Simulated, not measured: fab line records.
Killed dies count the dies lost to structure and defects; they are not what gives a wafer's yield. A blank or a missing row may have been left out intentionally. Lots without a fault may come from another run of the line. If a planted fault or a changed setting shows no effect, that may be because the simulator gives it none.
Comparing a struck lot with a sound one :: flow nandHarc :: 14 steps out of a route of 1302
Sound: wafers L843.1, L843.4, L843.5. Struck: wafer L848.4 (left out: L848.5, a lot-mate that was not struck); the cause follows at the end.
Each step with rows lists, per side, the tool, then ch with its chambers, then its first start. Under that, the readings that differ: sound wafers :: struck wafers :: difference of the means :: sigmas: that difference in standard deviations of wafers without a fault.
alike: same words and numbers on both sides, and readings whose means sit less than 2 such deviations apart. not compared: any withheld reading, any reading some wafer has no value for, any bound like >300 that may hide the same value, and any number with overlapping values for which the record gives no deviation.
Wherever a step has rows on one side only, a row that says differs or no value, or a row with sigmas, the two part there. When numbers do not overlap yet have no deviation, they are printed without sigmas and do not part them. Lack of a reading on every wafer of one side parts them only where that side has two or more wafers.

NHARC_A_WL_FILL_CVD_03: deposits W, target thk 40 nm, time 279 s.
  sound on cvdW-01 ch 1, day 25 00:22; struck on cvdW-01 ch 0, day 27 19:53
  alike: heaterPowerOuterW, heaterPowerW, throttleValvePct
NHARC_A_WL_FILL_ETCHBACK_04: etches the open film in NF3, target depth 60 nm, time 120 s.
  sound on rieMetal-02 ch 0,1, day 25 00:43; struck on rieMetal-03 ch 1, day 27 20:10
  alike: drypumpMotorCurrentA, oesProductAu, runLengthS
  not compared: rfHoursCounterH
NHARC_A_WL_FILL_ETCHBACK_05: etches the open film in Cl2/BCl3, target depth 22 nm, time 60 s.
  sound on rieMetal-02 ch 0,1, day 25 00:56; struck on rieMetal-03 ch 0, day 27 20:22
reading: oesProductAu (a.u.)
sound: 1.019 0.999 1.006
struck: 0.985
difference: -0.023
sigmas: -2
  alike: drypumpMotorCurrentA, runLengthS
  not compared: rfHoursCounterH
NHARC_A_WL_FILL_STRIP_27: strips in N2/H2, time 20 s.
  sound on plasmaAsher-01 ch 0,1, day 25 01:04; struck on plasmaAsher-01 ch 0, day 27 20:32
  alike: drypumpMotorCurrentA, heaterPowerW, rfReflPowerW
  not compared: rfHoursCounterH
then, 4 steps without rows for these wafers: NHARC_A_WL_FILL_STRIP_28 (strips in post etch residue remover, time 1200 s); NHARC_A_WL_FILL_PRECLEAN_06 (cleans in DIW, time 300 s); NHARC_A_WL_FILL_SRD_07; NHARC_A_WL_FILL_ANNEAL_08 (time 1800 s).
NHARC_A_WL_FILL_ALD_10: deposits SiO2, target thk 50 nm, pulse time 10 s, ald cycles 500.
  sound on aldHk-01 ch 0,2,3, day 25 06:46; struck on aldHk-02 ch 2, day 28 02:47
  alike: heaterPowerOuterW, heaterPowerW, precursorPulseHeightRel
then, 2 steps without rows for these wafers: NHARC_A_WL_FILL_ETCHBACK_16 (etches the open film in C4F8/O2/Ar, target depth 120 nm, time 24 s); NHARC_A_WL_FILL_STRIP_29 (strips in O2, time 20 s).
NHARC_A_WL_FILL_ETCHBACK_17: etches the open film in Cl2/BCl3, target depth 4 nm, time 26.7 s.
  sound on rieMetal-02 ch 0,1, day 25 11:41; struck on rieMetal-01 ch 0, day 28 07:11
reading: runLengthS (s)
sound: 48.3 48.6 47.4
struck: 46.2
difference: -1.9
sigmas: -5
  alike: drypumpMotorCurrentA, oesProductAu
  not compared: rfHoursCounterH
then, 1 step without rows for these wafers: NHARC_A_WL_FILL_PRECLEAN_18 (cleans in dHF, time 30 s).
-- jump in the record: it breaks off in module A_WL_FILL and resumes in module END (first step shown: number 1302 of the route), and 4 days separate the struck wafers' starts before and after --
NHARC_END_SORT_01:
  sound on prober-02 ch 0, day 29 02:29; struck on prober-02 ch 0, day 31 20:26
reading: killedShort
sound: 3 8 4
struck: 1
difference: -4
sigmas: -2
  alike: killedAtArray, killedAtOther, killedAtPeriphery, killedDies, killedOpen

== WHERE THEY PART ==
At NHARC_A_WL_FILL_ETCHBACK_05 first; at NHARC_END_SORT_01 last (within this record only).

WHY: the cause the simulator had injected
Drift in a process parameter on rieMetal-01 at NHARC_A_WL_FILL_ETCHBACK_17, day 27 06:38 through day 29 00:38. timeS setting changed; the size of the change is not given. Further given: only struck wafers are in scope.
